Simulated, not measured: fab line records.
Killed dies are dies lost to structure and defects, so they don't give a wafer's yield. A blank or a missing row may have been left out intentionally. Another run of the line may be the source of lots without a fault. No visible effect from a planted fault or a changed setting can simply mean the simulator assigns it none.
Chamber matching -- flow nand_harc -- NHARC_P_M0_STRIP_18 on rie_diel-08 has 4 sister chambers
The step strips in N2/H2. 4 wafers are shown with their chamber, then 9 later ones without.

== EACH WAFER AND ITS CHAMBER ==
wafer,chamber,drypump_motor_current_A (A)
L088.1,2,5.6
L090.6,0,5.7
L089.2,1,6.2
L089.5,3,6.2

== WAFERS WHOSE CHAMBER IS MISSING ==
wafer,drypump_motor_current_A (A)
L091.1,6.2
L091.2,5.7
L091.3,6.3
L095.2,6.3
L095.5,5.7
L095.6,6.2
L097.1,6.3
L097.2,5.8
L097.5,5.6

== WHICH CHAMBER EACH ONE RAN IN ==
wafer,from the rows above,in truth
L091.1,can't be placed: 1 or 3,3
L091.2,can't be placed: 0 or 2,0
L091.3,can't be placed: 1 or 3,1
L095.2,can't be placed: 1 or 3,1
L095.5,can't be placed: 0 or 2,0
L095.6,can't be placed: 1 or 3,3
L097.1,can't be placed: 1 or 3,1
L097.2,can't be placed: 0 or 2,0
L097.5,can't be placed: 2 or 0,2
Placed correctly: 0 of 9. These rows do not allow placing 9 (true chamber among the candidates in 9). Wrongly placed: 0.
How it was worked out, from the rows above alone: a wafer's distance from a chamber is the root of the sum, over the readings, of the square of ((its reading less the chamber's mean) divided by the reading's scatter). The wafer belongs to the nearest chamber; if the next one is less than 2 further off, it can't be placed. Each chamber's mean is taken over the wafers shown for it. The scatter: root of mean squared gap, hidden wafer to nearest shown wafer, with one shown wafer a chamber.
